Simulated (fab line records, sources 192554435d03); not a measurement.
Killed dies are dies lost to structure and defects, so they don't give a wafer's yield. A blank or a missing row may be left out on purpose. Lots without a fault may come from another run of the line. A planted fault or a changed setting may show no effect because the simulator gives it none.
fab line records | flow n5_finfet | part 1 of 2: steps 1 to 22 of 31
record lots=5 wafers=15 last_day=15
route steps=1938 shown BEOL_M10@1508 BEOL_M11@1536
lots that met no fault: from a run of the same line without faults
start_h: hours from the record's first day to the start of the lot's first wafer shown | wait_h: hours since the lot's step before | " the same as in the row above | L1.1+2: a row that stands for several wafers | - no value, or no start given | * or withheld: withheld | < > ~ a bound
route shown NAME@n: a module of which the file shows steps, and the number in the route of the first | usual: mean/standard deviation of fault-free wafers | same: alike in all rows | chamber/n: place in a boat | sites: the reading at each site | _std_site: their standard deviation | _edge_site: outer sites' mean less inner sites' | radius_mm: how far each site lies from the wafer's centre | mask NAME#n: copy n | behind: the tool/chamber that last shaped the wafer | hold: why the lot was held/for how many hours/how that ended | device: the transistor (n, p or np) that didn't switch | end of line: the same wafers' tests at the end of the route | a step without rows: its recipe alone | killed: dies lost to structure and defects at the first sort, not the wafer's yield | map: a wafer's dies, x killed, . not, _ none there
set.NAME: the setting as run; set.NAME@STEP: as run at that earlier step | model.NAME: the simulator's own value behind a step, which no gauge read
lots at some steps of the route; a table a step, a row a wafer
services: from which hour (start_h, from the record's first day; less than 0 if before it) a tool's chamber was out of use, for how many hours, and why
## steps
# step N5_BEOL_M10_STRIP_69
# recipe chemistry=N2/H2 temp_c=40 n2_flow_sccm=200 h2_flow_sccm=200 rf_frequency_hz=6e+07
# columns lot.wafer tool chamber start_h wait_h
L075.2+4+6 rie_diel-05 2,3,0 230.06 0.1
L078.2+4+5 rie_diel-04 1,0,1 250.08 0.1
L079.2+4+5 rie_diel-06 0,2,1 255.48 0.1
L090.3+4+6 rie_diel-06 3,2,3 305.99 0.1
L091.1+5+6 rie_diel-05 1,1,2 314.82 0.1
# step N5_BEOL_M10_VIA_ETCH_34
# recipe chemistry=C4F6/O2 target=SiCOH_lowk target_depth_a=1845 mask_material=SOC taper_deg=4 time_s=69.2 ion_energy_ev=250 pressure_mtorr=30 source_w=345 bias_w=185 Ar_flow_sccm=300 C4F6_flow_sccm=10 O2_flow_sccm=10
# usual drypump_motor_current_A=5.6/0.58 oes_product_au=0.81/0.089 rf_vpp_V=675/18 showerhead_plenum_p_Torr=2.88/0.098 throttle_valve_pct=20.90/0.25
# columns lot.wafer tool chamber start_h wait_h drypump_motor_current_A oes_product_au rf_hours_counter_h rf_vpp_V showerhead_plenum_p_Torr throttle_valve_pct
L075.2 rie_diel-05 2 230.07 0.0 5.3 0.84 67 662 2.84 20.33
L075.4 " 3 " " 6.3 0.90 28 687 2.89 20.76
L075.6 " 0 " " 4.8 1.00 - 680 3.05 20.96
L078.2 rie_diel-04 1 250.09 0.0 5.9 0.98 4 650 2.93 21.22
L078.4 " 0 " " 6.7 0.72 210 695 2.93 20.94
L078.5 " 1 " " 5.9 0.97 - 651 2.93 21.19
L079.2 rie_diel-06 0 255.49 0.0 6.2 0.94 8 651 2.78 20.87
L079.4 " 2 " " 5.1 0.76 118 688 3.01 20.85
L079.5 " 1 " " 4.8 0.68 - 645 2.79 21.01
L090.3 rie_diel-06 3 306.03 0.0 5.9 0.76 - 694 2.84 20.89
L090.4 " 2 " " 5.1 0.75 - 686 3.01 20.89
L090.6 " 3 " " 5.9 0.76 - 695 2.84 20.88
L091.1 rie_diel-05 1 314.83 0.0 5.3 0.85 55 676 2.98 20.96
L091.5 " 1 " " 5.3 0.86 - 674 2.98 20.94
L091.6 " 2 " " 5.3 0.79 - 659 2.82 20.39
# step N5_BEOL_M10_STRIP_73
# recipe chemistry=C4F6/O2 resist=SiARC rf_frequency_hz=6e+07
# columns lot.wafer tool chamber start_h wait_h
L075.2+4+6 rie_diel-05 2,3,0 230.12 0.0
L078.2+4+5 rie_diel-04 1,0,1 250.14 0.0
L079.2+4+5 rie_diel-06 0,2,1 255.55 0.0
L090.3+4+6 rie_diel-06 3,2,3 306.08 0.0
L091.1+5+6 rie_diel-05 1,1,2 314.91 0.1
# step N5_BEOL_M10_STRIP_36
# recipe chemistry=N2/H2 power_w=450 temp_c=40 pressure_mtorr=20 rf_frequency_hz=6e+07 overash_fraction=0.3 bias_power_w=7 h2_frac=0.5 n2_flow_sccm=200 h2_flow_sccm=200
# usual drypump_motor_current_A=5.6/0.58 oes_product_au=0.81/0.086 rf_vpp_V=59.2/1.7 showerhead_plenum_p_Torr=2.57/0.086 throttle_valve_pct=23.68/0.21
# columns lot.wafer tool chamber start_h wait_h drypump_motor_current_A oes_product_au rf_hours_counter_h rf_vpp_V showerhead_plenum_p_Torr throttle_valve_pct
L075.2 rie_diel-05 2 230.13 0.0 5.3 0.85 67 56.4 2.57 23.26
L075.4 " 3 " " 6.4 0.92 28 56.8 2.60 23.54
L075.6 " 0 " " 4.8 0.97 - 58.5 2.71 23.69
L078.2 rie_diel-04 1 250.15 0.0 5.9 0.97 4 57.1 2.59 23.77
L078.4 " 0 " " 6.7 0.70 210 59.3 2.62 23.64
L078.5 " 1 " " 5.9 0.97 - 59.7 2.59 23.75
L079.2 rie_diel-06 0 255.56 0.0 6.3 0.93 8 56.9 2.50 23.68
L079.4 " 2 " " 5.1 0.76 118 60.2 2.67 23.61
L079.5 " 1 " " 4.8 0.68 - 58.9 2.49 23.62
L090.3 rie_diel-06 3 306.11 0.0 5.9 0.77 - 60.6 2.55 23.65
L090.4 " 2 " " 5.1 0.76 - 57.8 2.66 23.66
L090.6 " 3 " " 5.9 0.77 - 62.6 2.55 23.68
L091.1 rie_diel-05 1 314.93 0.0 5.3 0.84 55 61.1 2.69 23.94
L091.5 " 1 " " 5.3 0.85 - 61.2 2.69 23.99
L091.6 " 2 " " 5.3 0.80 - 59.0 2.55 23.30
# step N5_BEOL_M10_TRENCH_ETCH_37
# recipe chemistry=C4F6/O2 target_depth_a=1488.3 target=SiCOH_lowk time_s=48 ion_energy_ev=250 pressure_mtorr=30 source_w=345 bias_w=185 Ar_flow_sccm=300 C4F6_flow_sccm=10 O2_flow_sccm=10
# usual drypump_motor_current_A=5.6/0.58 oes_product_au=0.81/0.089 rf_vpp_V=675/18 showerhead_plenum_p_Torr=2.88/0.098 throttle_valve_pct=20.93/0.25
# columns lot.wafer tool chamber start_h wait_h drypump_motor_current_A oes_product_au rf_hours_counter_h rf_vpp_V showerhead_plenum_p_Torr throttle_valve_pct
L075.2 rie_diel-05 2 - - 5.3 0.85 67 661 2.84 20.36
L075.4 " 3 " " 6.4 0.91 29 688 2.89 20.78
L075.6 " 0 " " 4.8 0.99 - 682 3.05 20.99
L078.2 rie_diel-04 1 - - 5.9 0.99 4 649 2.93 21.23
L078.4 " 0 " " 6.7 0.72 210 696 2.93 20.95
L078.5 " 1 " " 5.9 0.98 - 651 2.93 21.24
L079.2 rie_diel-06 0 - - 6.3 0.94 9 652 2.78 20.88
L079.4 " 2 " " 5.1 0.76 118 686 3.01 20.88
L079.5 " 1 " " 4.8 0.68 - 645 2.79 21.00
L090.3 rie_diel-06 3 - - 5.9 0.77 - 694 2.84 20.92
L090.4 " 2 " " 5.1 0.75 - 687 3.01 20.89
L090.6 " 3 " " 5.9 0.77 - 695 2.84 20.89
L091.1 rie_diel-05 1 - - 5.3 0.87 55 676 2.98 20.99
L091.5 " 1 " " 5.3 0.87 - 677 2.98 20.98
L091.6 " 2 " " 5.3 0.79 - 662 2.82 20.44
# step N5_BEOL_M10_ETCH_41
# recipe chemistry=CH3F/O2 target=SiCN target_depth_a=426 taper_deg=2 time_s=86 ion_energy_ev=120 mask_material=TiN pressure_mtorr=30 source_w=395 bias_w=75 Ar_flow_sccm=150 CH3F_flow_sccm=30 O2_flow_sccm=20
# usual CH3F_flow_sccm=30.00/0.092 drypump_motor_current_A=5.6/0.58 oes_product_au=0.81/0.09 rf_vpp_V=297.9/1.4 showerhead_plenum_p_Torr=2.02/0.071 throttle_valve_pct=16.31/0.2
# columns lot.wafer tool chamber start_h wait_h CH3F_flow_sccm drypump_motor_current_A oes_product_au rf_hours_counter_h rf_vpp_V showerhead_plenum_p_Torr throttle_valve_pct
L075.2 rie_diel-05 2 - - 29.90 5.3 0.83 67 296.5 2.00 15.80
L075.4 " 3 " " 30.19 6.3 0.91 29 298.3 2.03 16.12
L075.6 " 0 " " 30.13 4.8 1.01 - 299.5 2.15 16.27
L078.2 rie_diel-04 1 - - 29.94 5.9 0.98 4 298.3 2.06 16.51
L078.4 " 0 " " 29.96 6.7 0.72 210 297.5 2.06 16.39
L078.5 " 1 " " 30.01 5.9 0.99 - 297.9 2.06 16.49
L079.2 rie_diel-06 0 - - 29.95 6.3 0.94 9 297.1 1.95 16.21
L079.4 " 2 " " 30.10 5.1 0.76 118 298.6 2.12 16.22
L079.5 " 1 " " 30.14 4.8 0.67 - 297.3 1.96 16.51
L090.3 rie_diel-06 3 - - 30.02 5.9 0.77 - 296.7 1.99 16.33
L090.4 " 2 " " 30.07 5.1 0.75 - 299.3 2.11 16.24
L090.6 " 3 " " 29.86 5.9 0.77 - 297.0 1.99 16.35
L091.1 rie_diel-05 1 - - 30.16 5.3 0.86 55 300.7 2.10 16.33
L091.5 " 1 " " 30.05 5.3 0.86 - 298.9 2.10 16.34
L091.6 " 2 " " 29.86 5.3 0.79 - 298.7 1.99 15.91
# step N5_BEOL_M10_STRIP_77
# recipe chemistry=N2/H2 time_s=10 power_w=450 temp_c=40 pressure_mtorr=20 rf_frequency_hz=6e+07 bias_power_w=7 n2_flow_sccm=200 h2_flow_sccm=200
# usual drypump_motor_current_A=5.6/0.58 oes_product_au=0.81/0.087 rf_vpp_V=59.2/0.93 showerhead_plenum_p_Torr=2.57/0.086 throttle_valve_pct=23.68/0.21
# columns lot.wafer tool chamber start_h wait_h drypump_motor_current_A oes_product_au rf_hours_counter_h rf_vpp_V showerhead_plenum_p_Torr throttle_valve_pct
L075.2 rie_diel-05 2 - - 5.3 0.86 67 58.0 2.57 23.26
L075.4 " 3 " " 6.3 0.91 29 60.0 2.60 23.56
L075.6 " 0 " " 4.8 0.97 - 59.4 2.71 23.70
L078.2 rie_diel-04 1 - - 5.9 0.97 4 59.3 2.59 23.76
L078.4 " 0 " " 6.7 0.71 211 58.0 2.62 23.66
L078.5 " 1 " " 5.9 0.97 - 59.0 2.59 23.74
L079.2 rie_diel-06 0 - - 6.3 0.96 9 57.9 2.50 23.67
L079.4 " 2 " " 5.1 0.77 118 58.9 2.67 23.63
L079.5 " 1 " " 4.8 0.68 - 59.4 2.49 23.60
L090.3 rie_diel-06 3 - - 5.9 0.77 - 58.5 2.55 23.64
L090.4 " 2 " " 5.1 0.76 - 58.9 2.66 23.68
L090.6 " 3 " " 5.8 0.77 - 58.9 2.55 23.64
L091.1 rie_diel-05 1 - - 5.3 0.85 55 62.3 2.69 23.97
L091.5 " 1 " " 5.3 0.86 - 60.3 2.69 23.97
L091.6 " 2 " " 5.3 0.79 - 59.9 2.55 23.31
# step N5_BEOL_M10_OCD_MEAS_38
# usual trench_depth_nm=150.2/2.7
# columns lot.wafer tool chamber start_h wait_h trench_depth_nm
L075.2 ocd-02 - 230.35 - 152.5
L075.4 " - " " 154.0
L075.6 " - " " 155.4
L078.2 ocd-02 - 250.37 - 154.5
L078.4 " - " " 147.9
L078.5 " - " " 153.6
L079.2 ocd-02 - 255.78 - 149.4
L079.4 " - " " 147.7
L079.5 " - " " 144.6
L090.3 ocd-01 - 306.41 - 151.8
L090.4 " - " " 148.7
L090.6 " - " " 152.1
L091.1 ocd-01 - 315.25 - 153.5
L091.5 " - " " 153.8
L091.6 " - " " 149.8
# step N5_BEOL_M10_HM_STRIP_39
# recipe chemistry=peroxide_tin_strip material=TiN target_depth_a=250 temp_c=50 time_s=158
# columns lot.wafer tool chamber start_h wait_h
L075.2+4+6 wet_bench-05 1,7,6 230.39 0.0
L078.2+4+5 wet_bench-06 3,1,0 250.41 0.0
L079.2+4+5 wet_bench-06 0,4,7 255.81 0.0
L090.3+4+6 wet_bench-03 2,1,3 306.44 0.0
L091.1+5+6 wet_bench-06 0,1,2 315.28 0.0
# step N5_BEOL_M10_SRD_40
# recipe time_s=30 temp_c=23 rinse_liquid=diw dry=ipa_marangoni
# columns lot.wafer tool chamber start_h wait_h
L075.2+4+6 wet_bench-05 1,7,6 230.43 0.0
L078.2+4+5 wet_bench-06 3,1,0 250.45 0.0
L079.2+4+5 wet_bench-06 0,4,7 255.86 0.0
L090.3+4+6 wet_bench-03 2,1,3 306.49 0.0
L091.1+5+6 wet_bench-06 0,1,2 315.33 0.0
# step N5_BEOL_M10_PRECLEAN_42
# recipe chemistry=residue_remover time_s=60 temp_c=40
# columns lot.wafer tool chamber start_h wait_h
L075.2+4+6 wet_bench-05 1,7,6 230.45 0.0
L078.2+4+5 wet_bench-06 3,1,0 250.47 0.0
L079.2+4+5 wet_bench-06 0,4,7 255.87 0.0
L090.3+4+6 wet_bench-03 2,1,3 306.51 0.0
L091.1+5+6 wet_bench-06 0,1,2 315.34 0.0
# step N5_BEOL_M10_SRD_43
# recipe time_s=30 temp_c=23 rinse_liquid=diw dry=ipa_marangoni
# columns lot.wafer tool chamber start_h wait_h
L075.2+4+6 wet_bench-05 1,7,6 230.47 0.0
L078.2+4+5 wet_bench-06 3,1,0 250.49 0.0
L079.2+4+5 wet_bench-06 0,4,7 255.89 0.0
L090.3+4+6 wet_bench-03 2,1,3 306.52 0.0
L091.1+5+6 wet_bench-06 0,1,2 315.36 0.0
# step N5_BEOL_M10_CD_MEAS_35
# recipe target_cd_nm=70 polarity=opening
# usual cd_nm=69.5/0.88
# columns lot.wafer tool chamber start_h wait_h cd_nm
L075.2 cd_sem-03 - 230.51 0.0 69.0
L075.4 " - " " 70.9
L075.6 " - " " 70.4
L078.2 cd_sem-02 - 250.53 0.0 69.8
L078.4 " - " " 68.4
L078.5 " - " " 69.8
L079.2 cd_sem-01 - 255.93 0.0 68.9
L079.4 " - " " 68.4
L079.5 " - " " 68.3
L090.3 cd_sem-03 - 306.57 0.0 68.4
L090.4 " - " " 69.4
L090.6 " - " " 70.2
L091.1 cd_sem-03 - 315.40 0.0 69.2
L091.5 " - " " 68.8
L091.6 " - " " 69.3
# step N5_BEOL_M10_CURE_72
# recipe temp_c=370 time_s=120 ambient=DMADMS/He material=SiCOH_lowk
# usual lamp_power_pct=52.31/0.051 wafer_temp_C_max=372.1/0.63
# columns lot.wafer tool chamber start_h wait_h lamp_power_pct wafer_temp_C_max
L075.2 uv_cure-02 1 230.76 0.3 52.29 371.5
L075.4 " 1 " " 52.35 371.7
L075.6 " 1 " " 52.32 372.0
L078.2 uv_cure-01 1 250.71 0.2 52.25 371.5
L078.4 " 1 " " 52.33 371.6
L078.5 " 1 " " 52.30 371.9
L079.2 uv_cure-01 2 256.02 0.1 52.34 372.5
L079.4 " 2 " " 52.32 372.2
L079.5 " 2 " " 52.31 373.6
L090.3 uv_cure-01 0 306.74 0.2 52.24 372.1
L090.4 " 0 " " 52.34 372.3
L090.6 " 0 " " 52.25 371.9
L091.1 uv_cure-01 0 315.44 0.0 52.32 371.9
L091.5 " 0 " " 52.36 371.9
L091.6 " 0 " " 52.25 371.9
# step N5_BEOL_M10_DEGAS_44
# recipe ambient=vacuum temp_c=250 time_s=60
# usual heater_power_w=338/44
# columns lot.wafer tool chamber start_h wait_h heater_power_w
L075.2 pvd_sputter-01 - 231.15 0.3 333
L075.4 " - " " 362
L075.6 " - " " 377
L078.2 pvd_sputter-01 - 251.38 0.6 320
L078.4 " - " " 376
L078.5 " - " " 388
L079.2 pvd_sputter-03 - 256.48 0.4 268
L079.4 " - " " 356
L079.5 " - " " 282
L090.3 pvd_sputter-02 - 307.13 0.3 243
L090.4 " - " " 320
L090.6 " - " " 422
L091.1 pvd_sputter-01 - 317.04 1.5 377
L091.5 " - " " 378
L091.6 " - " " 328
# step N5_BEOL_M10_PRE_CLEAN_45
# recipe gas=H2/He time_s=30 temp_c=250
# usual heater_power_w=338/44
# columns lot.wafer tool chamber start_h wait_h heater_power_w
L075.2 pvd_sputter-01 - 231.19 0.0 329
L075.4 " - " " 377
L075.6 " - " " 367
L078.2 pvd_sputter-01 - 251.42 0.0 322
L078.4 " - " " 379
L078.5 " - " " 376
L079.2 pvd_sputter-03 - 256.52 0.0 266
L079.4 " - " " 357
L079.5 " - " " 275
L090.3 pvd_sputter-02 - 307.17 0.0 242
L090.4 " - " " 324
L090.6 " - " " 410
L091.1 pvd_sputter-01 - 317.08 0.0 376
L091.5 " - " " 380
L091.6 " - " " 326
# step N5_BEOL_M10_ALD_74
# recipe material=TaN target_thk_a=20 temp_c=275 ald_precursor_family=PDMAT ald_co_reactant=NH3 pressure_torr=3 carrier_flow_sccm=1500 pulse_time_s=2 purge_time_s=3 co_reactant_purge_time_s=2 co_reactant_pulse_time_s=3 ald_cycles=40 precursor_vessel_temp_c=75 precursor_vessel_pressure_torr=26.25 precursor_vessel_carrier_sccm=1000
# usual heater_power_w=391/48 precursor_vessel_carrier_sccm=1000.0/3
# columns lot.wafer tool chamber start_h wait_h heater_power_w precursor_vessel_carrier_sccm
L075.2 ald_metal-03 0 231.25 0.0 420 996.8
L075.4 " 1 " " 489 998.6
L075.6 " 3 " " 444 998.6
L078.2 ald_metal-02 1 251.60 0.2 335 998.4
L078.4 " 0 " " 347 999.5
L078.5 " 3 " " 436 1003.1
L079.2 ald_metal-03 0 256.58 0.0 411 1002.3
L079.4 " 3 " " 446 1003.1
L079.5 " 2 " " 319 1000.6
L090.3 ald_metal-01 0 307.25 0.1 390 1001.4
L090.4 " 2 " " 369 1003.8
L090.6 " 1 " " 373 1000.4
L091.1 ald_metal-03 1 317.14 0.0 506 999.3
L091.5 " 3 " " 447 995.7
L091.6 " 2 " " 314 1000.1
# step N5_BEOL_M10_SURFACE_TREAT_76
# recipe gas=Ar time_s=* ion_energy_ev=* ion_current_ma_cm2=0.5 pressure_mtorr=* ar_flow_sccm=30
# usual throttle_valve_pct=*
# columns lot.wafer tool chamber start_h wait_h throttle_valve_pct
L075.2 pvd_sputter-03 - 231.60 0.2 *
L075.4 " - " " *
L075.6 " - " " *
L078.2 pvd_sputter-01 - 251.96 0.2 *
L078.4 " - " " *
L078.5 " - " " *
L079.2 pvd_sputter-03 - 257.00 0.3 *
L079.4 " - " " *
L079.5 " - " " *
L090.3 pvd_sputter-01 - 307.61 0.2 *
L090.4 " - " " *
L090.6 " - " " *
L091.1 pvd_sputter-01 - 317.46 0.2 *
L091.5 " - " " *
L091.6 " - " " *
# step N5_BEOL_M10_CVD_75
# recipe material=Co target_thk_a=20 temp_c=withheld precursor=CCTBA/H2 pressure_torr=30 time_s=138.9
# columns lot.wafer tool chamber start_h wait_h
L075.2+4+6 cvd_co-01 1,1,0 231.66 0.0
L078.2+4+5 cvd_co-02 2,1,2 252.02 0.0
L079.2+4+5 cvd_co-02 0,0,2 257.11 0.1
L090.3+4+6 cvd_co-01 2,0,1 307.87 0.2
L091.1+5+6 cvd_co-01 1,1,0 317.52 0.0
# step N5_BEOL_M10_SPUTTER_48
# recipe material=Cu target_thk_a=120 temp_c=-20 bias_v=60 power_w=26000 chamber_pressure_pa=0.13 time_s=2
# usual bias_v=60.1/0.62 chuck_gas_flow_sccm=1.27/0.054 throttle_valve_pct=30.5/1.4
# columns lot.wafer tool chamber start_h wait_h bias_v chuck_gas_flow_sccm throttle_valve_pct
L075.2 pvd_sputter-02 - 231.82 0.1 60.0 1.22 30.9
L075.4 " - " " 60.4 1.25 30.9
L075.6 " - " " 60.5 1.29 32.7
L078.2 pvd_sputter-02 - 252.24 0.2 59.5 1.28 31.7
L078.4 " - " " 60.8 1.23 32.8
L078.5 " - " " 59.7 1.31 31.0
L079.2 pvd_sputter-03 - 257.26 0.1 59.6 1.31 31.2
L079.4 " - " " 59.7 1.29 27.7
L079.5 " - " " 61.1 1.22 27.8
L090.3 pvd_sputter-02 - 308.03 0.1 59.6 1.24 32.7
L090.4 " - " " 60.6 1.27 30.7
L090.6 " - " " 61.9 1.24 30.7
L091.1 pvd_sputter-03 - 317.65 0.1 60.0 1.32 28.3
L091.5 " - " " 60.6 1.25 28.0
L091.6 " - " " 59.3 1.24 31.2
# step N5_BEOL_M10_ECD_50
# recipe material=Cu target_thk_a=3180
# columns lot.wafer tool chamber start_h wait_h
L075.2+4+6 ecd_cu-01 0,0,1 231.94 0.1
L078.2+4+5 ecd_cu-01 1,0,1 252.36 0.1
L079.2+4+5 ecd_cu-02 1,0,0 257.38 0.1
L090.3+4+6 ecd_cu-01 1,0,0 308.22 0.2
L091.1+5+6 ecd_cu-02 1,0,1 317.77 0.1
# step N5_BEOL_M10_ANNEAL_51
# recipe temp_c=225 time_s=90 ambient=N2
# usual wafer_temp_C_max=226.1/0.38
# columns lot.wafer tool chamber start_h wait_h wafer_temp_C_max
L075.2 rtp_anneal-01 0 232.46 0.5 226.5
L075.4 " 0 " " 225.9
L075.6 " 0 " " 226.0
L078.2 rtp_anneal-01 0 252.59 0.2 226.7
L078.4 " 0 " " 226.4
L078.5 " 0 " " 226.0
L079.2 rtp_anneal-02 0 258.28 0.9 226.0
L079.4 " 0 " " 226.2
L079.5 " 0 " " 226.1
L090.3 rtp_anneal-02 0 308.67 0.4 225.7
L090.4 " 0 " " 225.9
L090.6 " 0 " " 225.7
L091.1 rtp_anneal-01 0 317.88 0.1 225.8
L091.5 " 0 " " 226.3
L091.6 " 0 " " 226.2
